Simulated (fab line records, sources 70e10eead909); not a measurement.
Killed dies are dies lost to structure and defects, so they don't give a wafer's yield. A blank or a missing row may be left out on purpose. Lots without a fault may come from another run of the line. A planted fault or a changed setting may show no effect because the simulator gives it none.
Which tool did it? | flow nand_harc | 11 lots, 33 wafers sampled, at 5 steps of a route of 1302

WHAT THE GAUGES READ, wafer by wafer
NHARC_A_CHANNEL_FILL_D2_INSPECT_13.
lot  | measured     | on                | raw_defect_count
L075 | day 15 22:07 | defect_inspect-02 | 271 630 302
L077 | day 16 19:03 | defect_inspect-02 | 323 386 276
L079 | day 17 22:00 | defect_inspect-02 | 408 424 396
L080 | day 18 13:47 | defect_inspect-01 | 375 597 320
L083 | day 19 20:09 | defect_inspect-01 | 118 261 182
L086 | day 21 02:20 | defect_inspect-02 | 229 309 276
L087 | day 21 16:40 | defect_inspect-01 | 305 260 375
L091 | day 22 03:50 | defect_inspect-02 | 598 461 354
L092 | day 22 20:38 | defect_inspect-02 | 481 307 332
L095 | day 23 23:05 | defect_inspect-01 | 317 277 338
L096 | day 24 16:26 | defect_inspect-02 | 633 266 436

WHICH TOOL RAN EACH LOT (tool, then ch and the chambers of the sampled wafers, then the start)
lot  | NHARC_A_CHANNEL_HOLE_D2_ETCH_25  | NHARC_A_CHANNEL_HOLE_D2_ETCH_26  | NHARC_A_CHANNEL_HOLE_D2_ETCH_44    | NHARC_A_CHANNEL_FILL_D2_ALD_14
L075 | har_etch-01 ch 0,1, day 13 20:05 | har_etch-01 ch 0,1, day 13 20:38 | rie_diel-05 ch 2,3, day 13 21:28   | ald_hk-02 ch 0,2,3, day 14 05:43
L077 | har_etch-01 ch 0, day 14 12:41   | har_etch-01 ch 0, day 14 13:33   | rie_diel-10 ch 0,1,2, day 14 14:30 | ald_hk-04 ch 0,2, day 14 22:44
L079 | har_etch-01 ch 0,1, day 15 08:38 | har_etch-01 ch 0,1, day 15 09:17 | rie_diel-12 ch 1,2,3, day 15 10:10 | ald_hk-03 ch 0,3, day 15 23:20
L080 | har_etch-02 ch 0,1, day 16 12:34 | har_etch-02 ch 0,1, day 16 13:14 | rie_diel-05 ch 0,1, day 16 14:07   | ald_hk-03 ch 2,3, day 16 22:20
L083 | har_etch-02 ch 0,1, day 17 17:10 | har_etch-02 ch 0,1, day 17 18:03 | rie_diel-12 ch 2,3, day 17 18:59   | ald_hk-03 ch 0,1,3, day 18 03:32
L086 | har_etch-01 ch 0,1, day 18 23:04 | har_etch-01 ch 0,1, day 18 23:56 | rie_diel-10 ch 0,2, day 19 00:53   | ald_hk-03 ch 0,1,2, day 19 09:08
L087 | har_etch-01 ch 0,1, day 19 14:24 | har_etch-01 ch 0,1, day 19 15:17 | rie_diel-05 ch 0,1,2, day 19 16:14 | ald_hk-02 ch 0,2,3, day 19 23:47
L091 | har_etch-01 ch 0,1, day 20 01:21 | har_etch-01 ch 0,1, day 20 02:07 | rie_diel-10 ch 1,2,3, day 20 03:04 | ald_hk-04 ch 1,2,3, day 20 11:14
L092 | har_etch-02 ch 0,1, day 20 17:19 | har_etch-02 ch 0,1, day 20 18:12 | rie_diel-12 ch 1,2, day 20 19:08   | ald_hk-04 ch 0,1, day 21 03:46
L095 | har_etch-01 ch 0,1, day 21 21:58 | har_etch-01 ch 0,1, day 21 22:44 | rie_diel-10 ch 1,2,3, day 21 23:39 | ald_hk-03 ch 1,2,3, day 22 06:16
L096 | har_etch-02 ch 0,1, day 22 12:09 | har_etch-02 ch 0,1, day 22 12:55 | rie_diel-10 ch 0,2, day 22 13:50   | ald_hk-04 ch 0,1,2, day 22 22:06
- NHARC_A_CHANNEL_HOLE_D2_ETCH_25: etches the open film in C4F8/O2/Ar, time 1040.2 s, target depth 1500 nm.
- NHARC_A_CHANNEL_HOLE_D2_ETCH_26: etches the open film in C4F8/O2/Ar, time 224.1 s, target depth 300 nm.
- NHARC_A_CHANNEL_HOLE_D2_ETCH_44: etches the open film in CF4/O2, target depth 140 nm, overetch 14 nm, time 77 s.
- NHARC_A_CHANNEL_FILL_D2_ALD_14: deposits SiO2, target thk 2.5 nm, pulse time 10 s, ald cycles 25.

THE ANSWER, worked out from the rows above alone
Rule: what is usual is taken from the lots themselves. Put in order of their means at a reading, lots are off if they are a third of the lots or fewer, leave a main group of 4 or more, and stand apart from it by a gap of 3 or more times the standard deviation of the main group's means; of several such gaps the widest counts. A main group whose means are all the same, to the digits that the tables above print for the reading, isn't used. A lot without any number at a reading at which 4 lots or more have one is off too. The other lots that the step has rows for count as sound.
No lot is off at any reading shown: from this, nothing can be told.

WHAT THE SIMULATOR HAD PUT IN
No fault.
